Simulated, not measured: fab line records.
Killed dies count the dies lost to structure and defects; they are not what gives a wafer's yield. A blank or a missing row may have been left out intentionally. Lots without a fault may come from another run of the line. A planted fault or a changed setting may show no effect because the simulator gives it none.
Comparing a struck lot with a sound one || flow n5-finfet || 37 steps out of a route of 1938
Sound: wafers L874.1, L874.2, L874.5. Wafers struck: L881.1, L881.3, L881.5. At the end, the cause is stated.
For every step that has rows: the tool of each side, followed by ch and its chambers, followed by its first start. Under that, the readings that differ: sound wafers || struck wafers || difference of the means || sigmas: that difference in standard deviations of wafers without a fault.
alike: words and numbers the same on both sides, and readings whose means are apart by under 2 such deviations; not compared: readings that were withheld, readings missing a value for some wafer, numbers with overlapping values and no deviation given by the record, and bounds like >300 which may hide the same value.
A row with sigmas, a row that says differs or no value, or rows on one side alone: a step with any of these is where the two part. Numbers that have no deviation but don't overlap get no sigmas and don't part them. A reading missing from all wafers of one side parts the sides only when that side holds two or more wafers.

first, 9 steps without rows for these wafers: N5_WELL_APT_COAT_02 (resist thk 950 nm); N5_WELL_APT_EBR_04; N5_WELL_APT_SOFTBAKE_03 (time 60 s); N5_WELL_APT_EXPOSE_05 (exposes mask NWELL, defocus 0 nm, target cd 200 nm); N5_WELL_APT_PEB_06 (peb time 90 s); N5_WELL_APT_DEVELOP_07 (develop time 45 s); N5_WELL_APT_HARDBAKE_12 (time 120 s); N5_WELL_APT_DESCUM_13 (chemistry O2, time 7.9 s); N5_WELL_APT_IMPLANT_14.
N5_WELL_APT_IMPLANT_15:
  sound on implanter-02 ch 0, day 3 20:04; struck on implanter-02 ch 0, day 5 14:35
{"reading": "dose-ions-cm2", "sound": "1.5001e+13 1.4987e+13 1.4995e+13", "struck": "1.3012e+13 1.3015e+13 1.3007e+13", "difference": -1.9830e+12, "sigmas": "-99 or more"}
{"reading": "faraday-current-uA", "sound": "191 191 192", "struck": "167 164 167", "difference": -25, "sigmas": -7}
then, 25 steps without rows for these wafers: N5_WELL_APT_STRIP_16 (strips in SPM, time 900 s); N5_WELL_APT_HMDS_18 (time 60 s); N5_WELL_APT_COAT_19 (resist thk 950 nm); N5_WELL_APT_EBR_21; N5_WELL_APT_SOFTBAKE_20 (time 60 s); N5_WELL_APT_EXPOSE_22 (exposes mask PWELL, defocus 0 nm, target cd 200 nm); N5_WELL_APT_PEB_23 (peb time 90 s); N5_WELL_APT_DEVELOP_24 (develop time 45 s); N5_WELL_APT_HARDBAKE_29 (time 120 s); N5_WELL_APT_DESCUM_30 (chemistry O2, time 7.9 s); N5_WELL_APT_IMPLANT_31; N5_WELL_APT_IMPLANT_32; N5_WELL_APT_STRIP_33 (strips in SPM, time 900 s); N5_WELL_APT_RTA_34 (time 10 s); N5_WELL_APT_OXIDE_STRIP_42 (strips SiO2 in dHF, time 45 s, target depth 12 nm); N5_WELL_APT_PRECLEAN_36 (cleans in O3/DIW, time 45 s); N5_WELL_APT_PRECLEAN_39 (cleans in dHF, time 60 s); N5_WELL_APT_SRD_37 (time 30 s); N5_WELL_APT_EPI_41 (deposits Si from SiH4/H2, target thk 50 nm, time 297.7 s); N5_PMOS_HMC_CHANNEL_EPI_HM_DEP_34 (deposits SiO2 from TEOS/O2, target thk 36 nm, time 6.9 s); N5_PMOS_HMC_CHANNEL_EPI_COAT_31 (time 60 s, resist thk 66 nm); N5_PMOS_HMC_CHANNEL_EPI_COAT_03 (resist thk 205 nm); N5_PMOS_HMC_CHANNEL_EPI_EBR_05; N5_PMOS_HMC_CHANNEL_EPI_SOFTBAKE_04 (time 60 s); N5_PMOS_HMC_CHANNEL_EPI_EXPOSE_06 (exposes mask PMOS HMC BLK, target cd 240 nm).
-- record jumps: 7 days separate the struck wafers' starts on either side; left off in module PMOS_HMC_CHANNEL_EPI, taken up again in module BEOL_M4, whose first shown step is the route's number 1111 --
N5_BEOL_M4_RC_MEAS_101:
  sound on prober-01 ch 0, day 10 11:26; struck on prober-01 ch 0, day 12 05:27
{"reading": "CJ_P", "sound": "5.87 5.71 5.92", "struck": "5.51 5.15 5.26", "difference": -0.53, "sigmas": -4}
  alike: DIBL_N, DIBL_P, IOFF_N, IOFF_P, ION_N, ION_P, SS_N, SS_P, VT_N, VT_P
N5_PASSIVATION_PROBE_49:
  the record holds rows for the sound wafers here (prober-01, day 15 20:05) but none for the struck ones

## WHERE THEY PART
First at N5_WELL_APT_IMPLANT_15; last, within this record, at N5_PASSIVATION_PROBE_49.

WHY: whatever the simulator had introduced
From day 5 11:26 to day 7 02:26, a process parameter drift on implanter-02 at N5_WELL_APT_IMPLANT_15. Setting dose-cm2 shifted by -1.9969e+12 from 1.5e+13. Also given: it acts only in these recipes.
